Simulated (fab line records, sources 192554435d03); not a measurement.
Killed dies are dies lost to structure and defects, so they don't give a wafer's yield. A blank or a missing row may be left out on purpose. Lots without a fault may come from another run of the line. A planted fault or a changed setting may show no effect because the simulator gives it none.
Split-lot experiment | flow n5_finfet | 7 lots, 39 wafers read, on a route of 1938 steps

THE SPLIT
At N5_FIN_CUT_CUT_ETCH_26 (etches SiNx in CH3F/O2, target depth 39 nm, time 55.7 s), the setting target_depth_a was moved away from the recipe's 390 angstrom on 18 of the 39 wafers read, by -58.0% to +54.4%. The other wafers ran this setting at the recipe's value.

The reading is taken at the split's own step.

THE READING
SOC_of_FIN_CUT_COAT_18.thk_nm (the simulator's own value, which no gauge read), in nm, at N5_FIN_CUT_CUT_ETCH_26 (etches SiNx in CH3F/O2, target depth 39 nm, time 55.7 s). The file gives no usual value for it. The 21 wafers here that ran the recipe average 211.5 nm, standard deviation 0.82 nm.

wafer  | tool, chamber at the split | target_depth_a as run, angstrom | against the recipe | SOC_of_FIN_CUT_COAT_18.thk_nm, nm | against lot-mates on the recipe
L075.1 | rie_diel-03, 0             | 481.9                           | +23.6%             | 205                               | -5.5
L075.2 | rie_diel-03, 1             | 481.9                           | +23.6%             | 206                               | -4.5
L075.3 | rie_diel-03, 3             | 390                             | recipe             | 210.6                             | -
L075.4 | rie_diel-03, 2             | 390                             | recipe             | 209.8                             | -
L075.5 | rie_diel-03, 3             | 390                             | recipe             | 211                               | -
L075.6 | rie_diel-03, 2             | 481.9                           | +23.6%             | 206.4                             | -4.1
L082.1 | rie_diel-06, 3             | 177.9                           | -54.4%             | 221.8                             | +10.3
L082.2 | rie_diel-06, 0             | 177.9                           | -54.4%             | 221.6                             | +10.1
L082.3 | rie_diel-06, 1             | 390                             | recipe             | 211.8                             | -
L082.4 | rie_diel-06, 2             | 390                             | recipe             | 211.4                             | -
L082.5 | rie_diel-06, 2             | 177.9                           | -54.4%             | 221.2                             | +9.7
L082.6 | rie_diel-06, 1             | 390                             | recipe             | 211.2                             | -
L083.2 | rie_diel-05, 3             | 390                             | recipe             | 213.2                             | -
L083.3 | rie_diel-05, 1             | 390                             | recipe             | 213                               | -
L083.4 | rie_diel-05, 2             | 390                             | recipe             | 211.2                             | -
L084.1 | rie_diel-03, 1             | 390                             | recipe             | 211.8                             | -
L084.2 | rie_diel-03, 0             | 450                             | +15.4%             | 209                               | -2.8
L084.3 | rie_diel-03, 3             | 450                             | +15.4%             | 210                               | -1.8
L084.4 | rie_diel-03, 2             | 450                             | +15.4%             | 209.8                             | -2.0
L084.5 | rie_diel-03, 1             | 390                             | recipe             | 211.8                             | -
L084.6 | rie_diel-03, 0             | 390                             | recipe             | 211.8                             | -
L085.1 | rie_diel-06, 2             | 390                             | recipe             | 210.6                             | -
L085.2 | rie_diel-06, 1             | 602                             | +54.4%             | 201.4                             | -9.6
L085.3 | rie_diel-06, 0             | 602                             | +54.4%             | 200.8                             | -10.2
L085.4 | rie_diel-06, 1             | 390                             | recipe             | 211.6                             | -
L085.5 | rie_diel-06, 0             | 602                             | +54.4%             | 200.8                             | -10.2
L085.6 | rie_diel-06, 2             | 390                             | recipe             | 210.8                             | -
L090.1 | rie_diel-03, 3             | 278.4                           | -28.6%             | 216.8                             | +5.5
L090.2 | rie_diel-03, 1             | 278.4                           | -28.6%             | 217.2                             | +5.9
L090.3 | rie_diel-03, 2             | 390                             | recipe             | 212                               | -
L090.4 | rie_diel-03, 0             | 390                             | recipe             | 210.8                             | -
L090.5 | rie_diel-03, 1             | 278.4                           | -28.6%             | 216.6                             | +5.3
L090.6 | rie_diel-03, 0             | 390                             | recipe             | 211                               | -
L093.1 | rie_diel-06, 1             | 390                             | recipe             | 211.6                             | -
L093.2 | rie_diel-06, 0             | 390                             | recipe             | 213                               | -
L093.3 | rie_diel-06, 3             | 163.7                           | -58.0%             | 222.8                             | +10.7
L093.4 | rie_diel-06, 2             | 390                             | recipe             | 211.8                             | -
L093.5 | rie_diel-06, 0             | 163.7                           | -58.0%             | 222.2                             | +10.1
L093.6 | rie_diel-06, 1             | 163.7                           | -58.0%             | 223                               | +10.9

THE FIT
A straight line over all 39 wafers: SOC_of_FIN_CUT_COAT_18.thk_nm changes by -0.191 nm for each +1% of target_depth_a; r = -0.99; the points scatter about the line by 0.82 nm.
The same after taking each lot's own level away (the mean of its wafers on the recipe; 39 wafers): -0.184 nm for each +1%; r = -1.00; scatter 0.53 nm.
On that fit, the largest move of target_depth_a shifts the reading by 11 nm.
The lots' own levels span 210.47 to 212.47 nm, that is 2.4 times the standard deviation above.
So the lot-to-lot level changes the slope little: the two slopes agree.
Check: with one of the wafers moved furthest among these (-58.0%) left out of the fit, the line predicts +10.7 nm for it against its lot-mates. It came out at +10.7 nm against them.

OTHER SPLITS ON THESE WAFERS
These wafers also went through other splits before the reading. Each is held against what the fit with the lots' levels taken away leaves over:
other split on the same wafers          | wafers away from the commonest value | r with SOC_of_FIN_CUT_COAT_18.thk_nm (lot level and that fit taken away)
N5_ZERO_LAYER_DEVELOP_10 develop_time_s | 15                                   | +0.02

THE WHOLE CHAIN: every reading that the file lists as answering this split, in the file's order
step                   | what it does                                            | reading                                                                        | change (the file's fit)               | r (the file's)
N5_FIN_CUT_CUT_ETCH_26 | etches SiNx in CH3F/O2, target depth 39 nm, time 55.7 s | etch.depth_nm (the simulator's own value, which no gauge read)                 | +0.388 nm for each +1% of the setting | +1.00
N5_FIN_CUT_CUT_ETCH_26 | etches SiNx in CH3F/O2, target depth 39 nm, time 55.7 s | SOC_of_FIN_CUT_COAT_18.thk_nm (the simulator's own value, which no gauge read) | -0.184 nm for each +1% of the setting | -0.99

THE FILE'S OWN FIT
SOC_of_FIN_CUT_COAT_18.thk_nm changes by -0.184 nm for each +1% of target_depth_a, r = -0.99.
